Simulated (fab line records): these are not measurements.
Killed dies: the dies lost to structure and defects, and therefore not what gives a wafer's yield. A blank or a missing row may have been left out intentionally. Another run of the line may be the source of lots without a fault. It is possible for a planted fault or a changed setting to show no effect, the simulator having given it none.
fab line records	flow nandHarc
[record] lots = 15	wafers = 45	lastDay = 33
route steps=1302 shown A_CONTACT@983
lots with no fault: from the same line, run without faults
startH: hours from the record's first day to the start of the lot's first wafer shown	waitH: how many hours have passed since the lot's step before this one	" same as the row above	L1.1+2: several wafers, shown together as one row	- no value, or no start was given	* or withheld: withheld	< > ~ a bound
route shown NAME@n: a module of which the file shows steps, and the number in the route of the first	usual: mean and standard deviation over wafers with no fault	same: alike in all rows	chamber/n: place in a boat	sites: each site's reading	_std_site: how widely they spread, as a standard deviation	_edge_site: outer sites' mean less inner sites'	radiusMm: for every site, how far away it sits from the centre of the wafer	mask NAME#n: copy n	behind: tool/chamber where the wafer was last shaped	hold: reason for holding the lot/hours on hold/outcome of the hold	device: transistor that didn't switch, given as n, p or np	end of line: the tests these same wafers got at the end of their route	a step with no rows: only its recipe	killed: at the first sort, the dies lost to defects and structure; wafer yield is something else	map: a wafer's dies, marking killed ones x, the rest . and places with no die _
set.NAME: the setting that was run; set.NAME@STEP: the one run at that earlier step	model.NAME: the simulator's own value behind a step, which no gauge read
one table for each step of the route and one row for each wafer, over a sample of lots
services: the hour from which a tool's chamber was out of use, counted from the record's first day as startH (under 0 if before that day), plus the number of hours and why
[[steps]]
[step NHARC_A_CONTACT_DEP_24]
[recipe] targetThkA = 5000	tempC = 400	pressureTorr = 6.5	rfW = 900	teosFlowSccm = 161.4	flowSccm = 2650	targetThkNm = 500	gas = O2	material = SiO2
[usual] heaterPowerW = 530/85	throttleValvePct = 16.3/0.35
lot.wafer	tool	chamber	startH	waitH	heaterPowerW	throttleValvePct
L358.1	pecvd-01	2	473.25	0.1	638	16.5
L358.6	"	0	"	"	516	16.0
L358.5	"	1	"	"	542	16.1
L359.1	pecvd-01	0	488.38	0.1	546	16.0
L359.2	"	1	"	"	542	16.2
L359.5	"	2	"	"	669	16.3
L361.1	pecvd-01	1	523.98	0.1	509	16.2
L361.2	"	2	"	"	510	16.3
L361.6	"	2	"	"	520	16.3
L364.2	pecvd-01	1	537.92	0.1	565	16.2
L364.5	"	1	"	"	578	16.1
L364.4	"	0	"	"	400	16.3
L365.3	pecvd-01	0	553.66	0.1	530	16.3
L365.4	"	2	"	"	554	16.3
L365.6	"	1	"	"	571	16.4
L366.2	pecvd-01	0	562.80	0.1	516	16.1
L366.5	"	0	"	"	526	16.1
L366.6	"	1	"	"	561	16.3
L368.1	pecvd-03	0	575.44	0.1	681	15.9
L368.6	"	0	"	"	701	15.9
L368.4	"	1	"	"	425	16.6
L367.1	pecvd-01	2	582.87	0.2	573	16.4
L367.5	"	0	"	"	526	16.5
L367.6	"	1	"	"	565	16.1
L370.1	pecvd-01	1	591.74	0.1	511	16.5
L370.2	"	2	"	"	526	16.4
L370.3	"	0	"	"	406	16.6
L369.2	pecvd-01	2	592.12	0.5	576	16.3
L369.3	"	0	"	"	460	16.4
L369.5	"	2	"	"	428	16.4
L373.1	pecvd-02	2	617.64	0.1	396	16.4
L373.6	"	2	"	"	434	16.5
L373.4	"	0	"	"	468	16.3
L371.3	pecvd-03	1	620.69	0.2	407	16.7
L371.6	"	2	"	"	659	15.5
L371.4	"	1	"	"	433	16.7
L379.3	pecvd-02	1	691.33	0.1	482	16.5
L379.2	"	0	"	"	501	16.9
L379.6	"	1	"	"	528	16.5
L380.3	pecvd-03	2	699.36	0.1	676	15.6
L380.4	"	2	"	"	529	15.7
L380.6	"	1	"	"	447	16.8
L381.3	pecvd-01	1	707.72	0.1	429	16.2
L381.1	"	2	"	"	595	16.6
L381.6	"	2	"	"	628	16.6
[step NHARC_A_CONTACT_DEP_29]
[recipe] targetThkA = 1000	targetThkNm = 100	tempC = 400	pressureTorr = 3.5	flowSccm = 200	rfW = 350	material = SiON
[usual] heaterPowerW = 712/82
lot.wafer	tool	chamber	startH	waitH	heaterPowerW
L358.1	pecvd-03	1	478.80	3.7	655
L358.6	"	0	"	"	819
L358.5	"	1	"	"	664
L359.2	pecvd-02	0	500.06	2.8	742
L359.1	"	1	"	"	832
L359.5	"	0	"	"	735
L361.1	pecvd-01	0	529.58	3.6	607
L361.2	"	1	"	"	723
L361.6	"	1	"	"	745
L364.2	pecvd-01	1	542.76	2.8	751
L364.5	"	2	"	"	778
L364.4	"	0	"	"	706
L365.3	pecvd-01	0	558.42	2.1	603
L365.6	"	1	"	"	724
L365.4	"	2	"	"	678
L366.2	pecvd-01	2	568.70	2.9	763
L366.5	"	1	"	"	733
L366.6	"	2	"	"	768
L368.1	pecvd-03	0	581.29	3.6	867
L368.6	"	0	"	"	862
L368.4	"	1	"	"	538
L367.1	pecvd-02	1	589.11	3.5	819
L367.5	"	1	"	"	835
L367.6	"	0	"	"	714
L370.3	pecvd-03	0	596.60	2.1	859
L370.1	"	1	"	"	626
L370.2	"	2	"	"	723
L369.2	pecvd-01	0	596.96	2.8	711
L369.3	"	1	"	"	694
L369.5	"	2	"	"	733
L373.1	pecvd-03	2	623.11	3.5	753
L373.4	"	2	"	"	780
L373.6	"	0	"	"	797
L371.3	pecvd-01	2	627.36	2.2	726
L371.4	"	1	"	"	704
L371.6	"	2	"	"	732
L379.2	pecvd-01	0	696.16	2.8	595
L379.3	"	2	"	"	715
L379.6	"	0	"	"	596
L380.3	pecvd-02	1	705.37	2.2	770
L380.4	"	2	"	"	634
L380.6	"	0	"	"	684
L381.1	pecvd-03	2	716.39	3.6	902
L381.3	"	0	"	"	900
L381.6	"	0	"	"	906
[step NHARC_A_CONTACT_DEVELOP_41]
[recipe] developTimeS = 35	devTempC = 23
[usual] chillPlateTempC = 22.99/0.1	developTimeS = 35/0
lot.wafer	tool	chamber	startH	waitH	chillPlateTempC	developTimeS
L358.1	lithoTrack-06	0	479	-	22.91	35
L358.5	"	0	"	"	23.02	35
L358.6	"	0	"	"	23.05	35
L359.1	lithoTrack-01	0	500	-	22.90	35
L359.2	"	0	"	"	23.14	35
L359.5	"	0	"	"	22.97	35
L361.1	lithoTrack-04	0	530	-	22.85	35
L361.2	"	0	"	"	22.85	35
L361.6	"	0	"	"	22.90	35
L364.2	lithoTrack-04	0	543	-	22.91	35
L364.4	"	0	"	"	22.84	35
L364.5	"	0	"	"	22.91	35
L365.3	lithoTrack-01	0	558	-	22.99	35
L365.4	"	0	"	"	22.95	35
L365.6	"	0	"	"	22.97	35
L366.2	lithoTrack-06	0	569	-	23.13	35
L366.5	"	0	"	"	23.24	35
L366.6	"	0	"	"	23.04	35
L368.1	lithoTrack-06	0	581	-	23.03	35
L368.4	"	0	"	"	22.93	35
L368.6	"	0	"	"	23.05	35
L367.1	lithoTrack-01	0	589	-	22.86	35
L367.5	"	0	"	"	22.97	35
L367.6	"	0	"	"	22.87	35
L370.1	lithoTrack-06	-	597	-	-	-
L370.2	"	-	"	"	-	-
L370.3	"	-	"	"	-	-
L369.2	lithoTrack-01	-	597	-	-	-
L369.3	"	-	"	"	-	-
L369.5	"	-	"	"	-	-
L373.1	lithoTrack-06	-	623	-	-	-
L373.4	"	-	"	"	-	-
L373.6	"	-	"	"	-	-
L371.3	lithoTrack-04	0	627	-	23.05	35
L371.4	"	0	"	"	23.12	35
L371.6	"	0	"	"	23.23	35
L379.2	lithoTrack-06	0	696	-	22.95	35
L379.3	"	0	"	"	22.95	35
L379.6	"	0	"	"	22.89	35
L380.3	lithoTrack-04	0	705	-	23.10	35
L380.4	"	0	"	"	23.03	35
L380.6	"	0	"	"	23.03	35
L381.1	lithoTrack-06	0	716	-	23.05	35
L381.3	"	0	"	"	23.03	35
L381.6	"	0	"	"	23.06	35
[step NHARC_A_CONTACT_ETCH_51]
[recipe] targetDepthA = 70000	overEtchFrac = 0.3	timeS = 1820	ionEnergyEv = 150	o2FlowSccm = 400	cosFlowSccm = 20	arFlowSccm = 0	rfW = 500	biasW = 300	chemistry = O2/COS
[usual] chamberPressureMTorr = 19.999/0.02	drypumpMotorCurrentA = 5.7/0.32	oesProductAu = 0.997/0.016	rfVppV = 314.5/2.6	showerheadPlenumPTorr = 3.15/0.18	throttleValvePct = 28.330/0.0095
lot.wafer	tool	chamber	startH	waitH	chamberPressureMTorr	drypumpMotorCurrentA	oesProductAu	rfHoursCounterH	rfVppV	showerheadPlenumPTorr	throttleValvePct
L358.1	rieDiel-05	1	-	-	20.013	5.2	1.004	21	310.5	3.03	28.327
L358.6	"	0	"	"	20.004	5.8	1.015	-	314.5	3.16	28.324
L358.5	"	1	"	"	20.018	5.1	0.996	-	312.3	3.03	28.337
L359.1	rieDiel-05	2	-	-	19.994	5.5	1.027	26	313.8	3.05	28.325
L359.2	"	3	"	"	20.001	5.7	0.984	25	316.9	3.33	28.333
L359.5	"	2	"	"	19.980	5.5	1.019	-	312.9	3.05	28.351
L361.1	rieDiel-10	0	-	-	20.011	6.1	0.985	37	311.1	2.90	28.336
L361.2	"	3	"	"	20.019	6.1	0.985	38	313.0	3.09	28.320
L361.6	"	0	"	"	20.002	6.1	0.989	-	310.9	2.90	28.323
L364.4	rieDiel-12	1	-	-	19.990	6.1	1.009	17	312.2	2.90	28.314
L364.2	"	0	"	"	19.986	5.6	1.014	16	319.2	3.36	28.334
L364.5	"	1	"	"	20.004	6.0	1.012	-	310.8	2.90	28.333
L365.4	rieDiel-10	3	-	-	20.002	6.1	0.985	49	313.1	3.09	28.335
L365.3	"	1	"	"	19.990	5.2	0.982	41	315.3	3.20	28.323
L365.6	"	2	"	"	20.028	5.5	0.997	-	310.9	2.89	28.324
L366.2	rieDiel-12	3	-	-	20.008	5.4	1.044	22	317.8	3.26	28.342
L366.6	"	3	"	"	19.987	5.4	1.026	-	316.5	3.26	28.334
L366.5	"	0	"	"	19.985	5.6	1.005	-	316.3	3.36	28.330
L368.4	rieDiel-12	2	-	-	20.020	5.9	0.982	23	310.3	2.90	28.312
L368.1	"	0	"	"	20.016	5.6	1.000	21	317.1	3.36	28.357
L368.6	"	2	"	"	19.978	5.9	0.982	-	311.1	2.90	28.318
L367.1	rieDiel-12	0	-	-	19.975	5.5	1.004	22	316.2	3.36	28.330
L367.5	"	1	"	"	19.991	6.1	0.994	-	310.2	2.89	28.346
L367.6	"	2	"	"	19.988	5.9	0.993	-	310.6	2.90	28.342
L370.3	rieDiel-12	3	-	-	19.973	5.5	1.024	28	316.1	3.26	28.313
L370.2	"	0	"	"	20.025	5.5	1.004	24	317.2	3.36	28.338
L370.1	"	1	"	"	20.016	6.1	1.003	27	311.2	2.89	28.326
L369.3	rieDiel-05	3	-	-	20.029	5.7	0.977	1	316.7	3.31	28.313
L369.2	"	0	"	"	19.985	5.8	1.010	1	315.0	3.15	28.348
L369.5	"	0	"	"	19.991	5.8	1.003	-	314.4	3.15	28.324
L373.4	rieDiel-10	1	-	-	20.002	5.2	1.006	8	316.3	3.19	28.337
L373.1	"	2	"	"	19.989	5.5	1.009	7	317.0	3.37	28.332
L373.6	"	1	"	"	20.008	5.2	1.001	-	315.1	3.19	28.321
L371.3	rieDiel-10	0	-	-	19.954	6.1	0.982	11	316.7	3.37	28.313
L371.4	"	3	"	"	19.967	6.1	0.988	9	313.8	3.08	28.311
L371.6	"	0	"	"	19.987	6.1	0.977	-	317.6	3.37	28.333
L379.2	rieDiel-10	0	-	-	19.983	6.1	0.976	36	316.9	3.35	28.322
L379.3	"	1	"	"	20.000	5.2	0.990	41	313.9	3.18	28.329
L379.6	"	0	"	"	19.980	6.1	0.967	-	316.9	3.35	28.337
L380.3	rieDiel-05	1	-	-	19.956	5.1	1.003	38	312.3	3.00	28.310
L380.4	"	2	"	"	19.975	5.6	1.024	36	311.6	3.02	28.334
L380.6	"	0	"	"	20.011	5.8	1.004	-	314.2	3.13	28.342
L381.3	rieDiel-10	2	-	-	19.982	5.5	1.005	44	316.5	3.35	28.330
L381.1	"	1	"	"	19.986	5.2	0.980	42	314.4	3.17	28.317
L381.6	"	3	"	"	20.011	6.1	1.004	-	312.9	3.06	28.327
[[services]]
tool	chamber	startH	hours	kind
pecvd-02	-	461.10	3.1	repair
rieDiel-12	0	467.53	6.4	repair
rieDiel-12	2	471.53	4.4	repair
rieDiel-12	0	479.83	3.0	repair
rieDiel-10	1	482.68	6.5	repair
pecvd-01	-	492.00	13.0	pm
lithoTrack-01	-	505.00	7.0	pm
lithoTrack-06	-	529.00	7.0	pm
pecvd-02	-	533.68	10.6	repair
rieDiel-10	2	543.91	4.8	repair
pecvd-03	-	547.18	13.0	pm
lithoTrack-04	-	553.00	7.0	pm
rieDiel-05	-	561.39	0.7	repair
pecvd-02	-	589.32	13.0	pm
rieDiel-10	-	598.86	9.0	pm
pecvd-03	0	612.42	3.4	repair
rieDiel-12	-	622.40	9.0	pm
rieDiel-12	2	632.62	14.1	repair
rieDiel-10	0	635.75	1.2	repair
pecvd-01	-	649.01	1.3	repair
pecvd-01	0	658.12	9.8	repair
pecvd-01	-	673.22	13.0	pm
rieDiel-10	1	698.98	18.1	repair
lithoTrack-06	-	704.00	7.0	pm
[[key]]
[firstSign] step = NHARC_A_CONTACT_DEVELOP_41	reading = toolRecord	direction = missing
effect none on later readings
metAt NHARC_A_CONTACT_DEVELOP_41
struckLots L369,L370,L373
laterRowsLeftOut L369.2,L369.3,L369.5,L370.1,L370.2,L370.3,L373.1,L373.4,L373.6
sortLeftOut L369.2,L369.3,L369.5,L370.1,L370.2,L370.3,L373.1,L373.4,L373.6
testerLeftOut L369,L370,L373
notActingAt NHARC_A_CONTACT_DEP_24,NHARC_A_CONTACT_DEP_29,NHARC_A_CONTACT_ETCH_51
onsetBetween 589 597
[fault] kind = skippedStepWhole	tool = lithoTrack-01,lithoTrack-06	chamber = -	onsetH = 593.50	steps = NHARC_A_CONTACT_DEVELOP_41	scope = struckLotsOnly
// testerLeftOut: of these lots the tester's yield and bins aren't shown, on N5 and GAA mostly nor the transistor test; their killed dies are dies lost to structure and defects alone, not to doping, threshold or leakage, so they don't give the yield
// sortLeftOut: the simulated sort isn't trusted on such a fault, so these wafers' sort isn't shown, and their yield isn't known
// laterRowsLeftOut: the simulator's readings of these wafers behind a module that went badly wrong aren't trusted and aren't shown, but for the sort
